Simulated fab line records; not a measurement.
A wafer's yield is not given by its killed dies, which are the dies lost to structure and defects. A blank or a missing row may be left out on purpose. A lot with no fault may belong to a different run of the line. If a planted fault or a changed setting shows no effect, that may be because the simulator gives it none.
Split-lot study | flow n5 finfet | route with 1938 steps; 7 lots, 21 wafers read

## THE SPLIT ITSELF
At N5_MOL_CONTACT_COAG_EXPOSE_37 (exposes mask VD, defocus 0 nm), the setting dose mj was moved away from the recipe's 62 on 7 of the 21 wafers read, by -4.8% to +2.0%. The other wafers ran this setting at the recipe's value.

## FROM THE SPLIT TO THE READING: what the file shows between them, 2 steps
- N5_MOL_CONTACT_COAG_PEB_38: peb time 60 s
- N5_MOL_CONTACT_COAG_DEVELOP_39: develop time 30 s

## THE READING
cd nm at N5_MOL_CONTACT_COAG_CD_MEAS_40, given in nm (cd target 25.1 nm). Typical for fault-free wafers on this fab line: 25.07 nm, with standard deviation 0.26 nm.

wafer  | tool, chamber at the split | dose mj as run | against the recipe | cd nm, nm | against lot-mates on the recipe
L077.1 | euv scanner-01, 0          | 62             | recipe             | 25.92     | -
L077.3 | euv scanner-01, 0          | 59.75          | -3.6%              | 24.53     | -1.39
L077.5 | euv scanner-01, 0          | 59.75          | -3.6%              | 24.54     | -1.38
L079.1 | euv scanner-01, 0          | 62             | recipe             | 24.91     | -
L079.2 | euv scanner-01, 0          | 62             | recipe             | 25.13     | -
L079.4 | euv scanner-01, 0          | 62             | recipe             | 25.17     | -
L083.4 | euv scanner-02, 0          | 62             | recipe             | 24.77     | -
L083.5 | euv scanner-02, 0          | 59.6           | -3.9%              | 24.43     | -0.44
L083.6 | euv scanner-02, 0          | 62             | recipe             | 24.97     | -
L084.2 | euv scanner-01, 0          | 63.26          | +2.0%              | 25.87     | +0.53
L084.3 | euv scanner-01, 0          | 62             | recipe             | 25.14     | -
L084.5 | euv scanner-01, 0          | 62             | recipe             | 25.54     | -
L086.2 | euv scanner-01, 0          | 59.77          | -3.6%              | 24.20     | -1.11
L086.4 | euv scanner-01, 0          | 62             | recipe             | 25.45     | -
L086.5 | euv scanner-01, 0          | 62             | recipe             | 25.17     | -
L087.1 | euv scanner-01, 0          | 62             | recipe             | 25.13     | -
L087.3 | euv scanner-01, 0          | 59             | -4.8%              | 23.73     | -1.40
L087.6 | euv scanner-01, 0          | 59             | -4.8%              | 24.31     | -0.82
L094.1 | euv scanner-02, 0          | 62             | recipe             | 25.33     | -
L094.2 | euv scanner-02, 0          | 62             | recipe             | 25.26     | -
L094.6 | euv scanner-02, 0          | 62             | recipe             | 25.06     | -

FIT RESULTS
A straight line over all 21 wafers: cd nm changes by +0.236 nm for each +1% of dose mj; r = +0.88; the points scatter about the line by 0.27 nm.
The same after taking each lot's own level away (the mean of its wafers on the recipe; 21 wafers): +0.26 nm for each +1%; r = +0.91; scatter 0.25 nm.
The reading moves by 1.3 nm for the largest change in dose mj, on that fit.
Across the lots, their own levels run from 24.870 to 25.920 nm, a range of 4.0 times the standard deviation given above.
Consequently the slope shifts little with the lot-to-lot level, the two slopes agreeing.
Check: with one of the wafers moved furthest among these (-4.8%) left out of the fit, the line predicts -1.23 nm for it against its lot-mates. Against them it came out at -1.4 nm.

## THE OTHER SPLITS THESE WAFERS WENT THROUGH
These wafers also went through other splits before the reading. Each is held against what the fit with the lots' levels taken away leaves over:
other split on the same wafers        | wafers away from the commonest value | r with cd nm (lot level and that fit taken away)
N5_SDB_ALD_29 ald cycles              | 7                                    | +0.11
N5_GATE_CUT_CUT_ETCH_53 icp w         | 10                                   | +0.40
N5_MOL_CONTACT_COAG_COAT_104 spin rpm | 7                                    | +0.28
N5_MOL_CONTACT_COAG_EXPOSE_05 dose mj | 6                                    | -0.02

## THE FILE'S OWN FIT
cd nm changes by +0.25 nm for each +1% of dose mj, r = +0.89.
